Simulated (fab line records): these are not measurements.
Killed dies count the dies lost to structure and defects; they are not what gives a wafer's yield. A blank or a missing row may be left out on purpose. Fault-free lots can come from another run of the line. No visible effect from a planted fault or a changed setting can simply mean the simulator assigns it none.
A lot that was struck, set against a sound lot / flow n5 finfet / 36 out of 1938 route steps
Sound: these wafers, L836.1, L836.3, L836.4. Struck: wafer L848.6 (L848.3, L848.4, from the same lot, were not struck and are left out); the cause is given at the end.
Per side, at each step with rows, come the tool, then ch with its chambers, and then its first start. Under that, the readings that differ: sound wafers / struck wafers / difference of the means / sigmas: that difference in standard deviations of wafers without a fault.
alike: readings with means less than 2 such deviations apart, plus words and numbers identical on both sides. not compared: withheld readings, readings lacking a value on some wafer, bounds such as >300 that could conceal the same value, and numbers that have no deviation in the record and whose values overlap.
A row with sigmas, a row that says differs or no value, or rows on one side alone: a step with any of these is where the two part. Numbers that don't overlap but have no deviation are shown without sigmas and don't part them. Lack of a reading on every wafer of one side parts them only where that side has two or more wafers.

first, 8 steps without rows for these wafers: N5_BEOL_M10_SPUTTER_48 (material Cu, target thk 12 nm, time 2 s); N5_BEOL_M10_ECD_50 (material Cu, target thk 318 nm); N5_BEOL_M10_ANNEAL_51 (time 90 s); N5_BEOL_M10_CMP_52 (polishes, stops on SiCOH lowk, t overpolish 7 s, target thk 140 nm); N5_BEOL_M10_PRE_CLEAN_55 (time 15 s); N5_BEOL_M10_DEP_56 (deposits SiCN from 3MS/NH3, target thk 15 nm, time 26.5 s); N5_BEOL_M11_ILD_DEP_00 (deposits SiCOH lowk from DEMS/porogen, target thk 308.51 nm, time 58 s); N5_BEOL_M11_CURE_71 (cures SiCOH lowk, time 240 s).
N5_BEOL_M11_PECVD_70: deposits SiO2 from TEOS/O2, target thk 20 nm, time 22.7 s.
  sound on pecvd-03 ch 0,2, day 11 12:40; struck on pecvd-03 ch 2, day 13 16:42
reading=model.SiO2_of_BEOL_M11_PECVD_70.thk nm (nm); sound=20.2 20 20.6; struck=14.8; difference=-5.5; sigmas=
  alike: heater power w, showerhead plenum p Torr, throttle valve pct
  not compared: rf fwd power W
then, 24 steps without rows for these wafers: N5_BEOL_M11_HM_DEP_02 (deposits TiN, target thk 20 nm); N5_BEOL_M11_COAT_59 (time 60 s, resist thk 100 nm); N5_BEOL_M11_COAT_60 (time 60 s, resist thk 30 nm); N5_BEOL_M11_COAT_05 (resist thk 90 nm); N5_BEOL_M11_EBR_07; N5_BEOL_M11_SOFTBAKE_06 (time 60 s); N5_BEOL_M11_EXPOSE_08 (exposes mask M11); N5_BEOL_M11_PEB_09 (peb time 60 s); N5_BEOL_M11_DEVELOP_10 (develop time 30 s); N5_BEOL_M11_DESCUM_16 (chemistry O2, time 7.9 s); N5_BEOL_M11_ETCH_61 (etches SiARC in CF4, target depth 39 nm, time 65 s); N5_BEOL_M11_ETCH_62 (etches SOC in N2/H2, target depth 110 nm, overetch 22 nm, time 165 s); N5_BEOL_M11_STRIP_68 (strips in N2/H2); N5_BEOL_M11_STRIP_67 (strips in CF4); N5_BEOL_M11_HM_OPEN_17 (chemistry Cl2/BCl3, target TiN, target depth 20 nm, overetch 6 nm); N5_BEOL_M11_STRIP_19 (strips in O2); N5_BEOL_M11_COAT_63 (time 60 s, resist thk 100 nm); N5_BEOL_M11_COAT_64 (time 60 s, resist thk 30 nm); N5_BEOL_M11_COAT_22 (resist thk 90 nm); N5_BEOL_M11_EBR_24; N5_BEOL_M11_SOFTBAKE_23 (time 60 s); N5_BEOL_M11_EXPOSE_25 (exposes mask V10); N5_BEOL_M11_PEB_26 (peb time 60 s); N5_BEOL_M11_DEVELOP_27 (develop time 30 s).
N5_BEOL_M11_HM_STRIP_39: strips TiN in peroxide tin strip, target depth 25 nm, time 158 s.
  sound on wet bench-03 ch 3,6,7, day 11 15:26; struck on wet bench-05 ch 4, day 13 23:29
reading=model.SiO2_of_BEOL_M11_PECVD_70.thk nm (nm); sound=20 19.8 20.4; struck=14.6; difference=-5.5; sigmas=
  alike: bath guard temp C, bath heat duty pct
N5_BEOL_M11_CMP_52: polishes, stops on SiCOH lowk, t overpolish 7 s, target thk 140 nm.
  sound on cmp-03 ch 0,2,3, day 11 17:49; struck on cmp-04 ch 2, day 14 02:43
reading=barrier field endpoint s (s); sound=27.7 28.7 29.6; struck=22.3; difference=-6.4; sigmas=-7
  alike: motor current A, retaining ring pressure frac, slurry filter dp kPa
N5_PASSIVATION_PROBE_49:
  sound wafers here have rows in the record (prober-02, day 13 11:26); struck ones have none

== WHERE THEY PART ==
Earliest at N5_BEOL_M11_CMP_52; latest, in this record, at N5_PASSIVATION_PROBE_49.

WHY: the cause the simulator had injected
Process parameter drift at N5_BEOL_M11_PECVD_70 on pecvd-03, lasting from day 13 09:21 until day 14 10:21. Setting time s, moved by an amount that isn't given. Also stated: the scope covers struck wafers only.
